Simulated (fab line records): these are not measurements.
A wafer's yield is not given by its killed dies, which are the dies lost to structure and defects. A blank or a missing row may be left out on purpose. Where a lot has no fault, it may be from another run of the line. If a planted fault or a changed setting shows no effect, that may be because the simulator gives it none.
fab line records	flow nand_harc
[record] lots = 24	wafers = 72	last_day = 33
route steps=1302 shown P_ZERO_WELL@67 P_GATE@149 P_CONTACT@218
lots with no fault: from the same line, run without faults
start_h: hours from the record's opening day to when the first of the lot's shown wafers began	wait_h: hours from the lot's prior step to this one	" as in the row above	L1.1+2: several wafers, shown together as one row	- either no value or no given start	* or withheld: withheld	< > ~ a bound
route shown NAME@n: NAME is a module with steps in the file, n the number in the route of the first one	usual: mean/standard deviation of fault-free wafers	same: alike in all rows	chamber/n: place in a boat	sites: each site's reading	_std_site: standard deviation of those values	_edge_site: outer sites' mean less inner sites'	radius_mm: how far each site lies from the wafer's centre	mask NAME#n: copy n	behind: tool/chamber where the wafer was last shaped	hold: reason for holding the lot/hours on hold/outcome of the hold	device: names the non-switching transistor (n, p or np)	end of line: the tests these same wafers got at the end of their route	a step without rows: its recipe alone	killed: dies that structure and defects cost at the first sort, which is not the same as the wafer's yield	map: the dies of a wafer, with x for killed, . for not killed, _ for no die there
set.NAME: setting as actually run; set.NAME@STEP: the setting as run at that earlier step	model.NAME: the simulator's own value behind a step, which no gauge read
steps of the route over a sample of lots; a table a step, a row a wafer
services: from which hour (start_h, from the record's first day; less than 0 if before it) a tool's chamber was out of use, for how many hours, and why
[[steps]]
[step NHARC_P_ZERO_WELL_RTA_42]
[recipe] temp_c = 1100	time_s = 300
[usual] lamp_power_pct = 35.7/2.9	wafer_temp_C_max = 1105.7/1.2
lot.wafer	tool	chamber	start_h	wait_h	lamp_power_pct	wafer_temp_C_max
L074.2	rtp_anneal-02	0	26.91	-	38.9	1105.4
L074.5	"	0	"	"	38.8	1105.7
L074.6	"	0	"	"	38.9	1103.0
L075.1	rtp_anneal-02	0	37.15	-	38.8	1104.9
L075.3	"	0	"	"	38.9	1106.4
L075.5	"	0	"	"	38.9	1104.1
L076.2	rtp_anneal-01	0	46.98	-	32.9	1106.3
L076.4	"	0	"	"	32.9	1106.2
L076.5	"	0	"	"	32.9	1106.1
L077.2	rtp_anneal-02	0	56.85	-	38.8	1104.3
L077.3	"	0	"	"	38.9	1103.8
L077.6	"	0	"	"	38.8	1104.5
L078.1	rtp_anneal-02	0	66.79	-	38.9	1105.3
L078.2	"	0	"	"	38.8	1105.6
L078.3	"	0	"	"	38.9	1104.0
L079.2	rtp_anneal-01	0	77.10	-	33.0	1105.0
L079.4	"	0	"	"	33.0	1105.7
L079.6	"	0	"	"	33.0	1104.6
L080.1	rtp_anneal-01	0	86.96	-	32.9	1107.7
L080.4	"	0	"	"	33.0	1104.7
L080.6	"	0	"	"	32.9	1107.3
L081.1	rtp_anneal-01	0	100.83	-	33.0	1107.2
L081.4	"	0	"	"	33.0	1105.7
L081.6	"	0	"	"	33.0	1106.5
L082.2	rtp_anneal-02	0	106.90	-	38.9	1105.6
L082.3	"	0	"	"	38.9	1107.2
L082.5	"	0	"	"	38.9	1105.5
L083.1	rtp_anneal-01	0	116.88	-	33.0	1107.2
L083.2	"	0	"	"	33.0	1105.9
L083.3	"	0	"	"	33.0	1106.5
L084.3	rtp_anneal-01	0	127.23	-	32.9	1107.3
L084.4	"	0	"	"	33.0	1106.4
L084.5	"	0	"	"	33.0	1104.0
L085.1	rtp_anneal-02	0	137.36	-	38.9	1104.8
L085.2	"	0	"	"	38.8	1106.3
L085.6	"	0	"	"	38.9	1103.9
L086.2	rtp_anneal-01	0	146.95	-	33.0	1105.5
L086.3	"	0	"	"	33.0	1105.0
L086.5	"	0	"	"	32.9	1105.7
L087.3	rtp_anneal-01	0	157.37	-	33.0	1108.8
L087.5	"	0	"	"	32.9	1105.4
L087.6	"	0	"	"	32.9	1107.9
L088.1	rtp_anneal-02	0	167.00	-	38.8	1106.2
L088.4	"	0	"	"	38.9	1104.7
L088.5	"	0	"	"	38.8	1105.2
L089.2	rtp_anneal-01	0	177.06	-	33.0	1107.8
L089.3	"	0	"	"	32.9	1106.0
L089.5	"	0	"	"	33.0	1108.9
L090.2	rtp_anneal-02	0	187.22	-	38.8	1104.8
L090.3	"	0	"	"	38.7	1105.5
L090.6	"	0	"	"	38.8	1103.6
L091.2	rtp_anneal-02	0	197.32	-	38.9	1104.5
L091.4	"	0	"	"	38.8	1104.2
L091.5	"	0	"	"	38.8	1106.2
L092.2	rtp_anneal-01	0	207.31	-	33.0	1106.3
L092.5	"	0	"	"	32.9	1105.8
L092.6	"	0	"	"	33.0	1106.2
L093.1	rtp_anneal-01	0	216.83	-	33.0	1107.0
L093.2	"	0	"	"	33.0	1106.4
L093.4	"	0	"	"	33.0	1109.0
L094.2	rtp_anneal-02	0	227.04	-	38.9	1104.1
L094.4	"	0	"	"	38.8	1106.1
L094.5	"	0	"	"	38.9	1106.5
L095.2	rtp_anneal-02	0	238.96	-	38.8	1104.6
L095.3	"	0	"	"	38.7	1104.6
L095.6	"	0	"	"	38.8	1103.4
L096.2	rtp_anneal-01	0	247.07	-	32.9	1106.5
L096.3	"	0	"	"	33.0	1106.9
L096.5	"	0	"	"	32.9	1106.2
L097.3	rtp_anneal-01	0	257.09	-	32.9	1107.4
L097.5	"	0	"	"	33.0	1104.3
L097.6	"	0	"	"	33.0	1105.6
[step NHARC_P_GATE_ETCH_32]
[recipe] target_depth_a = 1500	over_etch_frac = 1	over_etch_ion_energy_ev = 40	time_s = 100.1	hbr_flow_sccm = 150	cl2_flow_sccm = 50	rf_w = 400	icp_w = 400	bias_w = 100	chemistry = HBr/Cl2
[usual] drypump_motor_current_A = 5.7/0.33	hbr_flow_sccm = 150.0/0.48	oes_product_au = 1.003/0.011	throttle_valve_pct = 26.405/0.009
lot.wafer	tool	chamber	start_h	wait_h	drypump_motor_current_A	hbr_flow_sccm	oes_product_au	rf_hours_counter_h	throttle_valve_pct
L074.2	rie_si-03	1	93.07	-	5.8	150.1	1.017	0.32	26.402
L074.5	"	0	"	"	5.8	149.4	0.999	-	26.403
L074.6	"	1	"	"	5.8	150.3	0.998	-	26.401
L075.3	rie_si-03	1	108.99	-	5.8	150.3	1.017	0.43	26.422
L075.1	"	3	"	"	6.4	150.2	1.006	0.38	26.419
L075.5	"	0	"	"	5.8	149.5	1.006	-	26.401
L076.2	rie_si-03	2	112.96	-	5.5	149.7	1.013	0.42	26.397
L076.4	"	0	"	"	5.8	149.7	1.007	0.51	26.408
L076.5	"	1	"	"	5.8	149.8	1.019	-	26.418
L077.3	rie_si-03	1	127.30	-	5.8	149.4	1.005	0.64	26.411
L077.2	"	3	"	"	6.4	149.6	0.991	0.49	26.418
L077.6	"	1	"	"	5.7	149.7	1.000	-	26.411
L078.1	rie_si-06	2	136.78	-	5.4	150.0	1.005	0.45	26.395
L078.3	"	3	"	"	5.3	150.0	1.015	0.43	26.399
L078.2	"	0	"	"	5.1	149.7	0.979	0.32	26.384
L079.4	rie_si-05	2	154.42	-	5.8	149.8	1.027	0.05	26.413
L079.2	"	0	"	"	5.8	150.0	1.017	0.09	26.409
L079.6	"	3	"	"	5.6	149.6	1.004	-	26.419
L080.4	rie_si-05	2	157.90	-	5.9	150.0	1.020	0.13	26.404
L080.1	"	3	"	"	5.7	150.4	1.011	0.15	26.402
L080.6	"	2	"	"	5.9	150.1	1.027	-	26.396
L081.1	rie_si-06	0	175.54	-	5.1	150.7	0.982	0.55	26.387
L081.4	"	2	"	"	5.4	150.5	1.008	0.66	26.406
L081.6	"	0	"	"	5.1	150.9	0.983	-	26.387
L082.3	rie_si-06	2	175.93	-	5.4	150.2	1.004	0.70	26.394
L082.2	"	3	"	"	5.3	148.3	1.004	0.74	26.398
L082.5	"	2	"	"	5.4	150.2	1.014	-	26.413
L083.3	rie_si-03	1	182.66	-	5.8	149.7	1.009	0.96	26.420
L083.2	"	2	"	"	5.5	150.2	1.019	0.81	26.424
L083.1	"	0	"	"	5.8	150.3	0.998	0.94	26.402
L084.3	rie_si-06	2	199.83	-	5.4	149.6	1.007	0.86	26.403
L084.4	"	3	"	"	5.3	149.8	1.004	0.86	26.401
L084.5	"	3	"	"	5.3	149.9	0.991	-	26.394
L085.1	rie_si-06	0	205.91	-	5.1	150.1	0.973	0.78	26.415
L085.2	"	1	"	"	6.0	150.6	0.998	0.77	26.392
L085.6	"	0	"	"	5.1	150.2	0.983	-	26.401
L086.2	rie_si-05	0	213.17	-	5.8	150.4	0.999	0.47	26.420
L086.3	"	3	"	"	5.7	150.3	0.996	0.48	26.406
L086.5	"	0	"	"	5.8	149.8	1.013	-	26.419
L087.3	rie_si-05	3	242.70	-	5.7	150.4	0.993	0.61	26.394
L087.5	"	2	"	"	5.9	150.1	1.004	-	26.419
L087.6	"	3	"	"	5.7	150.0	0.994	-	26.407
L088.1	rie_si-06	3	243.04	-	5.4	151.0	1.011	1.18	26.413
L088.4	"	0	"	"	5.1	149.8	0.986	1.07	26.400
L088.5	"	2	"	"	5.4	150.8	1.006	-	26.411
L089.2	rie_si-03	2	243.38	-	5.5	150.5	1.014	0.06	26.402
L089.3	"	3	"	"	6.4	149.9	1.001	0.06	26.395
L089.5	"	1	"	"	5.8	150.2	1.007	-	26.404
L090.2	rie_si-05	0	264.39	-	5.8	150.3	0.998	0.76	26.407
L090.3	"	1	"	"	6.2	150.2	0.994	0.78	26.421
L090.6	"	3	"	"	5.7	150.4	1.001	-	26.397
L091.4	rie_si-03	2	265.93	-	5.5	150.0	1.009	0.25	26.406
L091.2	"	3	"	"	6.4	149.9	1.011	0.17	26.400
L091.5	"	1	"	"	5.7	149.9	1.013	-	26.405
L092.2	rie_si-05	1	282.44	-	6.2	150.6	1.001	0.86	26.405
L092.6	"	3	"	"	5.7	150.5	1.010	-	26.412
L092.5	"	0	"	"	5.8	150.3	1.007	-	26.416
L093.4	rie_si-05	0	287.71	-	5.8	150.0	1.003	0.96	26.411
L093.2	"	1	"	"	6.2	149.5	0.986	0.90	26.410
L093.1	"	3	"	"	5.7	149.7	1.003	0.98	26.403
L094.4	rie_si-05	0	297.97	-	5.8	150.5	1.000	1.06	26.403
L094.2	"	1	"	"	6.2	149.9	0.994	1.00	26.407
L094.5	"	0	"	"	5.8	150.2	1.004	-	26.399
L095.3	rie_si-06	2	305.96	-	5.4	150.6	1.002	0.27	26.404
L095.2	"	3	"	"	5.3	149.5	1.001	0.27	26.405
L095.6	"	2	"	"	5.4	150.7	1.009	-	26.416
L096.2	rie_si-03	2	314.07	-	5.5	149.6	1.020	0.51	26.400
L096.3	"	0	"	"	5.8	150.4	1.008	0.54	26.421
L096.5	"	1	"	"	5.8	149.5	1.004	-	26.401
L097.3	rie_si-06	1	328.57	-	6.0	149.9	1.015	0.34	26.417
L097.6	"	3	"	"	5.4	151.2	0.999	-	26.407
L097.5	"	0	"	"	5.1	150.3	0.985	-	26.406
[step NHARC_P_GATE_STRIP_111]
[recipe] power_w = 1500	temp_c = 110	time_s = 250	chemistry = N2/H2
[usual] drypump_motor_current_A = 5.5/0.37	heater_power_w = 87/3.5
lot.wafer	tool	chamber	start_h	wait_h	drypump_motor_current_A	heater_power_w	rf_hours_counter_h
L074.2	plasma_asher-02	0	104.94	0.2	5.3	92	6
L074.6	"	1	"	"	6.1	82	-
L074.5	"	0	"	"	5.3	90	-
L075.1	plasma_asher-01	0	120.80	0.2	5.4	91	22
L075.3	"	1	"	"	5.3	87	-
L075.5	"	0	"	"	5.4	89	-
L076.2	plasma_asher-02	0	124.85	0.2	5.3	91	12
L076.4	"	0	"	"	5.3	91	-
L076.5	"	0	"	"	5.3	92	-
L077.2	plasma_asher-01	0	139.13	0.2	5.4	88	26
L077.3	"	1	"	"	5.3	88	-
L077.6	"	1	"	"	5.3	89	-
L078.2	plasma_asher-01	0	148.56	0.2	5.4	87	28
L078.1	"	1	"	"	5.3	87	28
L078.3	"	0	"	"	5.4	88	-
L079.2	plasma_asher-02	1	166.44	0.3	6.1	83	22
L079.4	"	1	"	"	6.1	82	-
L079.6	"	1	"	"	6.1	85	-
L080.1	plasma_asher-02	1	169.75	0.2	6.1	85	23
L080.4	"	0	"	"	5.3	94	-
L080.6	"	0	"	"	5.3	91	-
L081.1	plasma_asher-02	1	187.49	0.2	6.1	82	26
L081.4	"	0	"	"	5.3	90	-
L081.6	"	1	"	"	6.1	83	-
L082.2	plasma_asher-01	0	187.73	0.2	5.4	89	1
L082.3	"	1	"	"	5.3	85	-
L082.5	"	0	"	"	5.4	86	-
L083.1	plasma_asher-01	1	194.38	0.2	5.3	84	2
L083.2	"	0	"	"	5.4	87	2
L083.3	"	0	"	"	5.4	88	-
L084.4	plasma_asher-02	1	211.62	0.2	6.1	86	-
L084.3	"	0	"	"	5.3	90	-
L084.5	"	1	"	"	6.1	83	-
L085.2	plasma_asher-02	1	217.88	0.2	6.1	81	34
L085.1	"	0	"	"	5.3	95	34
L085.6	"	1	"	"	6.1	85	-
L086.2	plasma_asher-02	1	224.96	0.2	6.1	83	35
L086.3	"	1	"	"	6.1	82	-
L086.5	"	1	"	"	6.1	84	-
L087.3	plasma_asher-01	1	254.43	0.3	5.2	85	-
L087.5	"	0	"	"	5.4	89	-
L087.6	"	1	"	"	5.3	83	-
L089.2	plasma_asher-01	1	255.31	0.2	5.3	85	15
L089.3	"	1	"	"	5.3	84	-
L089.5	"	0	"	"	5.4	89	-
L088.1	plasma_asher-01	1	257.04	0.2	5.3	85	16
L088.4	"	0	"	"	5.4	88	-
L088.5	"	1	"	"	5.3	87	-
L090.2	plasma_asher-02	0	276.15	0.2	5.3	89	2
L090.3	"	0	"	"	5.3	89	-
L090.6	"	0	"	"	5.3	92	-
L091.2	plasma_asher-01	0	277.81	0.2	5.4	88	21
L091.4	"	1	"	"	5.3	85	-
L091.5	"	0	"	"	5.4	89	-
L092.2	plasma_asher-01	1	294.13	0.2	5.3	84	25
L092.6	"	1	"	"	5.3	86	-
L092.5	"	0	"	"	5.4	87	-
L093.2	plasma_asher-02	0	299.31	0.2	5.3	89	6
L093.1	"	1	"	"	6.1	84	6
L093.4	"	1	"	"	6.1	84	-
L094.2	plasma_asher-02	0	309.87	0.2	5.2	90	8
L094.4	"	0	"	"	5.2	90	-
L094.5	"	1	"	"	6.1	85	-
L095.2	plasma_asher-02	0	317.84	0.2	5.3	90	9
L095.3	"	1	"	"	6.1	85	-
L095.6	"	1	"	"	6.1	82	-
L096.2	plasma_asher-02	1	328.02	0.2	6.1	88	12
L096.3	"	1	"	"	6.1	84	-
L096.5	"	0	"	"	5.3	94	-
L097.3	plasma_asher-02	1	340.40	0.3	6.1	83	-
L097.5	"	0	"	"	5.3	90	-
L097.6	"	1	"	"	6.1	84	-
[step NHARC_P_GATE_CD_MEAS_59]
[recipe] target_cd_nm = 720	landing_energy_ev = 500
[usual] cd_nm = 719.1/1.8
lot.wafer	tool	chamber	start_h	wait_h	cd_nm
L074.2	cd_sem-01	0	106.12	-	718.8
L074.5	"	0	"	"	717.4
L074.6	"	0	"	"	721.4
L075.1	cd_sem-01	0	122.03	-	719.4
L075.3	"	0	"	"	716.8
L075.5	"	0	"	"	716.7
L076.2	cd_sem-01	0	126.08	-	717.2
L076.4	"	0	"	"	718.9
L076.5	"	0	"	"	717.9
L077.2	cd_sem-02	0	140.20	-	719.6
L077.3	"	0	"	"	718.7
L077.6	"	0	"	"	719.0
L078.1	cd_sem-03	0	149.79	-	718.5
L078.2	"	0	"	"	721.0
L078.3	"	0	"	"	717.3
L079.2	cd_sem-03	0	167.66	-	718.6
L079.4	"	0	"	"	717.7
L079.6	"	0	"	"	719.9
L080.1	cd_sem-03	0	170.94	-	718.2
L080.4	"	0	"	"	719.4
L080.6	"	0	"	"	720.7
L081.1	cd_sem-01	0	188.60	-	715.4
L081.4	"	0	"	"	717.1
L081.6	"	0	"	"	718.1
L082.2	cd_sem-03	0	188.95	-	719.1
L082.3	"	0	"	"	718.9
L082.5	"	0	"	"	716.3
L083.1	cd_sem-02	0	195.61	-	721.7
L083.2	"	0	"	"	724.7
L083.3	"	0	"	"	721.2
L084.3	cd_sem-02	0	212.63	-	717.1
L084.4	"	0	"	"	717.9
L084.5	"	0	"	"	718.5
L085.1	cd_sem-03	0	219.11	-	721.3
L085.2	"	0	"	"	719.4
L085.6	"	0	"	"	721.4
L086.2	cd_sem-01	0	226.19	-	720.6
L086.3	"	0	"	"	715.9
L086.5	"	0	"	"	718.1
L087.3	cd_sem-03	0	255.39	-	719.6
L087.5	"	0	"	"	720.3
L087.6	"	0	"	"	722.9
L089.2	cd_sem-02	0	256.54	-	719.6
L089.3	"	0	"	"	719.1
L089.5	"	0	"	"	720.0
L088.1	cd_sem-02	0	258.22	-	717.4
L088.4	"	0	"	"	716.7
L088.5	"	0	"	"	718.1
L090.2	cd_sem-03	0	277.37	-	720.3
L090.3	"	0	"	"	720.3
L090.6	"	0	"	"	720.3
L091.2	cd_sem-01	0	279.03	-	721.9
L091.4	"	0	"	"	723.5
L091.5	"	0	"	"	723.8
L092.2	cd_sem-03	0	295.36	-	718.7
L092.5	"	0	"	"	716.9
L092.6	"	0	"	"	718.9
L093.1	cd_sem-01	0	300.41	-	717.6
L093.2	"	0	"	"	718.6
L093.4	"	0	"	"	718.8
L094.2	cd_sem-01	0	310.93	-	719.5
L094.4	"	0	"	"	719.8
L094.5	"	0	"	"	722.0
L095.2	cd_sem-03	0	319.02	-	717.3
L095.3	"	0	"	"	718.8
L095.6	"	0	"	"	717.5
L096.2	cd_sem-02	0	329.07	-	718.3
L096.3	"	0	"	"	718.0
L096.5	"	0	"	"	718.4
L097.3	cd_sem-02	0	341.47	-	723.2
L097.5	"	0	"	"	721.4
L097.6	"	0	"	"	719.7
[step NHARC_P_GATE_DEGAS_109]
[recipe] temp_c = 300	time_s = 60
[usual] heater_power_w = 446/30
lot.wafer	tool	chamber	start_h	wait_h	heater_power_w
L074.2	pvd_sputter-01	-	110.14	0.1	429
L074.5	"	-	"	"	460
L074.6	"	-	"	"	431
L075.1	pvd_sputter-02	-	125.75	0.1	420
L075.3	"	-	"	"	449
L075.5	"	-	"	"	423
L076.4	pvd_sputter-01	-	129.92	0.1	453
L076.2	"	-	"	"	430
L076.5	"	-	"	"	463
L077.3	pvd_sputter-02	-	144.01	0.1	514
L077.2	"	-	"	"	424
L077.6	"	-	"	"	522
L078.3	pvd_sputter-01	-	153.48	0.1	436
L078.1	"	-	"	"	432
L078.2	"	-	"	"	440
L079.2	pvd_sputter-01	-	171.66	0.1	443
L079.4	"	-	"	"	428
L079.6	"	-	"	"	448
L080.1	pvd_sputter-02	-	175.03	0.1	514
L080.4	"	-	"	"	422
L080.6	"	-	"	"	431
L081.4	pvd_sputter-01	-	192.44	0.1	427
L081.1	"	-	"	"	434
L081.6	"	-	"	"	442
L082.2	pvd_sputter-02	-	192.78	0.1	428
L082.3	"	-	"	"	410
L082.5	"	-	"	"	528
L083.1	pvd_sputter-03	-	199.47	0.1	387
L083.3	"	-	"	"	458
L083.2	"	-	"	"	451
L084.3	pvd_sputter-01	-	216.49	0.1	441
L084.4	"	-	"	"	455
L084.5	"	-	"	"	435
L085.2	pvd_sputter-02	-	222.93	0.1	417
L085.1	"	-	"	"	419
L085.6	"	-	"	"	412
L086.3	pvd_sputter-02	-	230.07	0.1	414
L086.2	"	-	"	"	500
L086.5	"	-	"	"	419
L087.3	pvd_sputter-02	-	259.32	0.1	464
L087.5	"	-	"	"	505
L087.6	"	-	"	"	454
L089.2	pvd_sputter-03	-	260.67	0.1	481
L089.3	"	-	"	"	451
L089.5	"	-	"	"	396
L088.4	pvd_sputter-01	-	262.09	0.1	431
L088.1	"	-	"	"	471
L088.5	"	-	"	"	421
L090.2	pvd_sputter-02	-	281.29	0.1	448
L090.3	"	-	"	"	418
L090.6	"	-	"	"	417
L091.4	pvd_sputter-01	-	282.85	0.1	463
L091.2	"	-	"	"	420
L091.5	"	-	"	"	464
L092.2	pvd_sputter-02	-	299.19	0.1	473
L092.6	"	-	"	"	417
L092.5	"	-	"	"	490
L093.4	pvd_sputter-02	-	304.23	0.1	417
L093.1	"	-	"	"	481
L093.2	"	-	"	"	479
L094.2	pvd_sputter-02	-	314.63	0.1	429
L094.4	"	-	"	"	445
L094.5	"	-	"	"	478
L095.2	pvd_sputter-01	-	322.82	0.1	423
L095.3	"	-	"	"	418
L095.6	"	-	"	"	425
L096.3	pvd_sputter-03	-	333.07	0.1	423
L096.2	"	-	"	"	394
L096.5	"	-	"	"	401
L097.3	pvd_sputter-02	-	345.33	0.1	422
L097.5	"	-	"	"	423
L097.6	"	-	"	"	474
[step NHARC_P_CONTACT_DEP_00]
[recipe] target_thk_a = 5000	temp_c = 400	pressure_torr = 6.5	rf_w = 900	teos_flow_sccm = 161.4	flow_sccm = 2650	target_thk_nm = 500	gas = O2	material = SiO2
[usual] chamber_pressure_Torr = 6.501/0.012	heater_power_w = 576/93	throttle_valve_pct = 16.0/0.68
lot.wafer	tool	chamber	start_h	wait_h	chamber_pressure_Torr	heater_power_w	throttle_valve_pct
L074.2	pecvd-02	1	111.55	0.3	6.489	630	16.3
L074.6	"	2	"	"	6.517	477	15.3
L074.5	"	1	"	"	6.490	687	16.1
L075.1	pecvd-03	1	-	-	6.521	578	16.1
L075.3	"	2	"	"	6.495	637	14.7
L075.5	"	0	"	"	6.485	415	15.9
L076.2	pecvd-03	2	-	-	6.488	583	14.6
L076.5	"	0	"	"	6.511	374	15.7
L076.4	"	2	"	"	6.498	597	14.6
L077.3	pecvd-03	2	-	-	6.495	619	14.9
L077.2	"	1	"	"	6.501	558	16.7
L077.6	"	2	"	"	6.513	629	14.7
L078.2	pecvd-02	0	-	-	6.493	493	16.5
L078.1	"	1	"	"	6.503	617	16.2
L078.3	"	2	"	"	6.516	540	15.8
L079.2	pecvd-03	0	-	-	6.490	392	15.8
L079.6	"	2	"	"	6.501	583	14.8
L079.4	"	0	"	"	6.499	426	15.7
L080.1	pecvd-02	0	-	-	6.489	559	16.5
L080.4	"	0	"	"	6.495	590	16.6
L080.6	"	1	"	"	6.476	621	16.0
L081.1	pecvd-02	0	-	-	6.495	516	16.4
L081.6	"	2	"	"	6.509	513	15.7
L081.4	"	0	"	"	6.500	557	16.8
L082.2	pecvd-04	1	194.17	0.3	6.495	735	16.1
L082.3	"	1	"	"	6.482	770	16.5
L082.5	"	1	"	"	6.501	781	16.3
L083.2	pecvd-04	1	200.84	0.3	6.506	636	16.3
L083.1	"	2	"	"	6.490	454	17.2
L083.3	"	1	"	"	6.505	691	16.2
L084.3	pecvd-03	2	-	-	6.508	658	14.5
L084.5	"	0	"	"	6.509	426	15.6
L084.4	"	1	"	"	6.490	590	16.5
L085.1	pecvd-02	1	-	-	6.484	727	16.3
L085.2	"	2	"	"	6.488	539	16.0
L085.6	"	2	"	"	6.492	565	15.9
L086.2	pecvd-04	1	231.69	0.3	6.507	787	16.4
L086.3	"	1	"	"	6.501	603	16.2
L086.5	"	1	"	"	6.495	660	16.2
L087.3	pecvd-04	1	260.85	0.3	6.477	733	16.3
L087.5	"	1	"	"	6.479	764	16.4
L087.6	"	2	"	"	6.492	583	17.4
L089.3	pecvd-02	2	-	-	6.498	569	16.2
L089.2	"	0	"	"	6.499	457	15.7
L089.5	"	0	"	"	6.519	485	15.6
L088.1	pecvd-02	2	-	-	6.502	554	15.9
L088.5	"	2	"	"	6.504	426	16.1
L088.4	"	0	"	"	6.497	514	15.6
L090.2	pecvd-02	1	-	-	6.506	743	15.4
L090.3	"	0	"	"	6.497	513	15.9
L090.6	"	2	"	"	6.517	488	16.1
L091.2	pecvd-02	0	-	-	6.512	492	15.9
L091.4	"	1	"	"	6.512	643	15.4
L091.5	"	2	"	"	6.496	551	16.1
L092.2	pecvd-03	0	-	-	6.484	453	15.5
L092.5	"	1	"	"	6.482	448	16.2
L092.6	"	0	"	"	6.516	461	15.5
L093.1	pecvd-04	1	-	-	6.504	667	15.9
L093.2	"	2	"	"	6.509	566	16.9
L093.4	"	0	"	"	6.490	459	15.8
L094.2	pecvd-02	0	-	-	6.496	476	15.6
L094.4	"	2	"	"	6.479	502	15.9
L094.5	"	1	"	"	6.503	653	15.6
L095.3	pecvd-04	0	-	-	6.485	597	15.5
L095.2	"	1	"	"	6.520	691	15.6
L095.6	"	2	"	"	6.505	568	17.1
L096.2	pecvd-04	1	334.44	0.3	6.478	738	16.1
L096.3	"	0	"	"	6.500	604	15.5
L096.5	"	1	"	"	6.503	581	16.2
L097.3	pecvd-03	2	-	-	6.494	652	14.7
L097.6	"	0	"	"	6.519	445	15.5
L097.5	"	1	"	"	6.491	581	16.6
[[services]]
tool	chamber	start_h	hours	kind
rtp_anneal-02	-	12.00	12.0	pm
pvd_sputter-02	-	14.96	2.5	repair
plasma_asher-02	-	18.40	3.0	repair
pecvd-02	-	46.09	13.0	pm
pvd_sputter-01	-	48.00	10.0	pm
plasma_asher-01	-	49.12	15.0	repair
plasma_asher-02	-	72.00	9.0	pm
pecvd-02	0	75.33	13.7	repair
pvd_sputter-02	-	82.43	4.1	repair
plasma_asher-01	-	85.75	2.9	repair
plasma_asher-01	-	103.63	12.6	repair
pvd_sputter-02	-	104.04	10.0	pm
pecvd-02	2	105.35	5.0	repair
pecvd-02	0	109.69	1.8	repair
pvd_sputter-02	-	154.95	3.2	repair
plasma_asher-01	-	165.00	9.0	pm
pecvd-02	2	166.95	6.4	repair
pvd_sputter-01	-	226.00	10.0	pm
pecvd-02	-	227.33	13.0	pm
plasma_asher-02	-	249.00	9.0	pm
plasma_asher-02	-	258.12	2.3	repair
pvd_sputter-02	-	263.14	1.9	repair
pvd_sputter-02	-	282.04	10.0	pm
plasma_asher-01	-	298.94	0.4	repair
[[key]]
fault none
